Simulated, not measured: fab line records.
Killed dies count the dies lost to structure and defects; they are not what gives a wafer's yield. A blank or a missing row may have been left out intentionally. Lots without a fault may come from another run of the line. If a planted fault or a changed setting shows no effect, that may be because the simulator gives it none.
Matching of chambers	flow n5_finfet	N5_BEOL_M1_PRE_CLEAN_60 on cvd_co-01 has 3 sister chambers
The step time 15 s. 6 wafers are shown with their chamber, then 10 later ones without.

WAFERS, EACH WITH ITS CHAMBER
wafer	chamber	heater_power_outer_w (W)	heater_power_w (W)
L085.3	2	31	97
L085.4	1	20	72
L086.3	1	20	73
L086.5	0	0	43
L088.1	2	32	98
L088.2	0	0	42

WAFERS MISSING THEIR CHAMBER
wafer	heater_power_outer_w (W)	heater_power_w (W)
L088.5	31	100
L087.2	20	73
L087.4	31	101
L087.5	0	41
L089.3	0	41
L089.4	0	43
L089.5	20	74
L092.2	32	100
L092.4	20	74
L092.5	31	100

WHICH CHAMBER EACH WENT THROUGH
wafer	from the rows above	in truth
L088.5	2	2
L087.2	1	1
L087.4	2	2
L087.5	0	0
L089.3	0	0
L089.4	0	0
L089.5	1	1
L092.2	2	2
L092.4	1	1
L092.5	2	2
Placed correctly: 10 of 10. Number that these rows cannot place: 0. Number placed wrongly: 0.
How it was worked out, from the rows above alone: a wafer's distance from a chamber is the root of the sum, over the readings, of the square of ((its reading less the chamber's mean) divided by the reading's scatter). If the next closest chamber is less than 2 further off than the closest, the wafer can't be placed; otherwise it belongs to the closest. Each chamber's mean is taken over the wafers shown for it. The scatter: take each reading less its chamber's mean, square it, sum over the shown wafers, divide by the number of wafers less the number of chambers, and take the root.
